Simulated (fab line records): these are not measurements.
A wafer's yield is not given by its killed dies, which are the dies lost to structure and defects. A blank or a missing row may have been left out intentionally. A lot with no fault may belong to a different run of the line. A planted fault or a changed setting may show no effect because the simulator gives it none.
2 desks, one fault | flow nand-harc | each desk holds nothing but its own numbers, with what lay behind them at the end

## AT THE TOOL OWNER'S DESK: pvd-sputter-01
The tool's own readings at NHARC_A_M0_PVD_21 (deposits Cu, target thk 30 nm, time 20.49 s): means of the sampled wafers that have a number, for each lot that ran on this tool. A lot is out of limits, marked OUT, if its mean lies more than 4 standard deviations from the usual mean; the brackets give that distance.
Columns: A = throttle-valve-pct at NHARC_A_M0_PVD_21, usual 29.5 %
lot  | first seen here | A
L993 | day 17 19:13    | 29.9
L992 | day 17 20:04    | 29.5
L994 | day 17 22:58    | 29.7
L997 | day 19 01:28    | 30.0
L102 | day 20 12:14    | 29.8
L103 | day 20 18:18    | 29.9
This desk's verdict: no lot among the 6 shows anything out of limits.

## FROM THE METROLOGY DESK
Means of the sampled wafers that have a number, per lot and without regard to the tool the lot ran on: this is what the gauges read. A lot is out of limits, marked OUT, if its mean lies more than 4 standard deviations from the usual mean; the brackets give that distance.
Columns: A = overlay-x-nm at NHARC_HYBRID_BOND_OVL_MEAS_05, usual -2 nm; B = overlay-y-nm at NHARC_HYBRID_BOND_OVL_MEAS_05, usual 2 nm
lot  | first seen here | A   | B
L992 | day 18 15:54    | 27  | 7
L993 | day 18 15:54    | -33 | 17
L994 | day 18 15:55    | 14  | -1
L995 | day 18 20:14    | 12  | -12
L996 | day 19 21:12    | -14 | 23
L998 | day 19 21:12    | -33 | 21
L997 | day 19 21:13    | -26 | -5
L102 | day 21 08:53    | 3   | -2
L103 | day 21 14:49    | -33 | 11
L108 | day 23 01:26    | -3  | 12
L110 | day 23 16:54    | 34  | 14
L112 | day 23 16:56    | 9   | 6
L114 | day 24 08:07    | -9  | 9
L115 | day 24 08:08    | -38 | -17
This desk's verdict: no lot among the 14 shows anything out of limits.

## PUT TOGETHER
Nothing out of limits was seen by the tool owner's desk.
Nothing out of limits was seen by the metrology desk.

## WHAT HAD BEEN PUT IN BY THE SIMULATOR
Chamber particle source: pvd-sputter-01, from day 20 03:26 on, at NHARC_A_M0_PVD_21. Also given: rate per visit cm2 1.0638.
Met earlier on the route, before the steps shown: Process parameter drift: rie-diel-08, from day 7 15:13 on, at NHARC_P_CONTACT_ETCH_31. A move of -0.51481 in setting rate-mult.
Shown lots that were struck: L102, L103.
